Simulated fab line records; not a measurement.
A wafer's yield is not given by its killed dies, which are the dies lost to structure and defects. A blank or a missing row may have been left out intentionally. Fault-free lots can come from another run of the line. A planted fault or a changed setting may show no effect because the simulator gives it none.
Which tool did it? || flow n5_finfet || 9 lots, 26 wafers sampled, at 4 steps of a route of 1938

== WHAT EACH GAUGE READ, for each wafer ==
N5_SD_EPI_N_INSPECT_26: inspects for defects (darkfield).
{"lot": "L451", "measured": "day 3 10:37", "on": "defect_inspect-02", "raw_defect_count": "216 270 190"}
{"lot": "L456", "measured": "day 5 00:13", "on": "defect_inspect-02", "raw_defect_count": "231 229 252"}
{"lot": "L457", "measured": "day 5 19:17", "on": "defect_inspect-02", "raw_defect_count": "177 219 283"}
{"lot": "L458", "measured": "day 5 21:24", "on": "defect_inspect-02", "raw_defect_count": "625 668 680"}
{"lot": "L462", "measured": "day 6 05:47", "on": "defect_inspect-02", "raw_defect_count": "650 689"}
{"lot": "L463", "measured": "day 6 13:14", "on": "defect_inspect-01", "raw_defect_count": "253 222 193"}
{"lot": "L468", "measured": "day 7 18:19", "on": "defect_inspect-01", "raw_defect_count": "286 337 206"}
{"lot": "L470", "measured": "day 8 10:35", "on": "defect_inspect-02", "raw_defect_count": "165 138 206"}
{"lot": "L471", "measured": "day 8 14:47", "on": "defect_inspect-01", "raw_defect_count": "209 252 181"}

== TOOL THAT RAN EACH LOT (tool first, then ch and the chambers of the sampled wafers, then the start) ==
{"lot": "L451", "N5_SD_EPI_N_ETCHBACK_44": "rie_diel-01 ch 0,2,3, day 3 07:05", "N5_SD_EPI_N_SD_RECESS_17": "rie_si-04 ch 1,2,3, day 3 07:21", "N5_SD_EPI_N_VAPOR_ETCH_50": "epi_rpcvd-03 ch 0, day 3 08:11"}
{"lot": "L456", "N5_SD_EPI_N_ETCHBACK_44": "rie_diel-06 ch 0,2, day 4 20:31", "N5_SD_EPI_N_SD_RECESS_17": "rie_si-01 ch 1,2,3, day 4 20:47", "N5_SD_EPI_N_VAPOR_ETCH_50": "epi_rpcvd-03 ch 0, day 4 21:36"}
{"lot": "L457", "N5_SD_EPI_N_ETCHBACK_44": "rie_diel-06 ch 0,1,2, day 5 15:35", "N5_SD_EPI_N_SD_RECESS_17": "rie_si-01 ch 1,2,3, day 5 15:51", "N5_SD_EPI_N_VAPOR_ETCH_50": "epi_rpcvd-03 ch 0, day 5 16:43"}
{"lot": "L458", "N5_SD_EPI_N_ETCHBACK_44": "rie_diel-01 ch 1,2,3, day 5 17:14", "N5_SD_EPI_N_SD_RECESS_17": "rie_si-01 ch 1,2,3, day 5 17:30", "N5_SD_EPI_N_VAPOR_ETCH_50": "epi_rpcvd-03 ch 0, day 5 18:54"}
{"lot": "L462", "N5_SD_EPI_N_ETCHBACK_44": "rie_diel-01 ch 1,2, day 6 01:34", "N5_SD_EPI_N_SD_RECESS_17": "rie_si-04 ch 1,2, day 6 01:49", "N5_SD_EPI_N_VAPOR_ETCH_50": "epi_rpcvd-03 ch 0, day 6 02:44"}
{"lot": "L463", "N5_SD_EPI_N_ETCHBACK_44": "rie_diel-02 ch 1,2,3, day 6 09:28", "N5_SD_EPI_N_SD_RECESS_17": "rie_si-04 ch 0,3, day 6 09:44", "N5_SD_EPI_N_VAPOR_ETCH_50": "epi_rpcvd-04 ch 0, day 6 10:52"}
{"lot": "L468", "N5_SD_EPI_N_ETCHBACK_44": "rie_diel-02 ch 0,2,3, day 7 14:24", "N5_SD_EPI_N_SD_RECESS_17": "rie_si-06 ch 1,2,3, day 7 14:40", "N5_SD_EPI_N_VAPOR_ETCH_50": "epi_rpcvd-04 ch 0, day 7 15:29"}
{"lot": "L470", "N5_SD_EPI_N_ETCHBACK_44": "rie_diel-01 ch 0,2, day 8 06:12", "N5_SD_EPI_N_SD_RECESS_17": "rie_si-06 ch 0,1,3, day 8 06:28", "N5_SD_EPI_N_VAPOR_ETCH_50": "epi_rpcvd-01 ch 0, day 8 07:30"}
{"lot": "L471", "N5_SD_EPI_N_ETCHBACK_44": "rie_diel-01 ch 0,2,3, day 8 10:17", "N5_SD_EPI_N_SD_RECESS_17": "rie_si-04 ch 0,1, day 8 10:33", "N5_SD_EPI_N_VAPOR_ETCH_50": "epi_rpcvd-04 ch 0, day 8 11:47"}
- N5_SD_EPI_N_ETCHBACK_44: etches SiNx in CH3F/O2, stops on SiO2, target depth 14.5 nm.
- N5_SD_EPI_N_SD_RECESS_17: chemistry HBr/Cl2/O2, target depth 41 nm, time 23.7 s, bt time 3 s.
- N5_SD_EPI_N_VAPOR_ETCH_50: etches Si in HCl, time 54 s.

== THE ANSWER, worked out from the rows above alone ==
Rule: the usual values come from the lots themselves. Put in order of their means at a reading, lots are off if they are a third of the lots or fewer, leave a main group of 4 or more, and stand apart from it by a gap of 3 or more times the standard deviation of the main group's means; of several such gaps the widest counts. The tables above print the reading to a certain number of digits; a main group whose means all agree to those digits is not used. A lot without any number at a reading at which 4 lots or more have one is off too. The other lots that the step has rows for count as sound.
Off: L458, L462, at N5_SD_EPI_N_INSPECT_26 (raw_defect_count). Main group: mean 225, sd 29.
A tool fits if, at a process step before that reading, it ran every lot that is off, and no sound lot after the first of them. Gauges at N5_SD_EPI_N_INSPECT_26: tried the same way as those tools. One candidate fits, namely epi_rpcvd-03 at N5_SD_EPI_N_VAPOR_ETCH_50. A fault onset in the window from L457 (day 5 16:43, its last sound lot) to L458 (day 5 18:54, its first lot off) fits.

== WHAT THE SIMULATOR HAD INSERTED ==
Chamber particle source: epi_rpcvd-03, from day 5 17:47 on, at N5_SD_EPI_N_VAPOR_ETCH_50. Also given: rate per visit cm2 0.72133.
Lots struck among those shown: L458, L462. This agrees with what the rule above found.
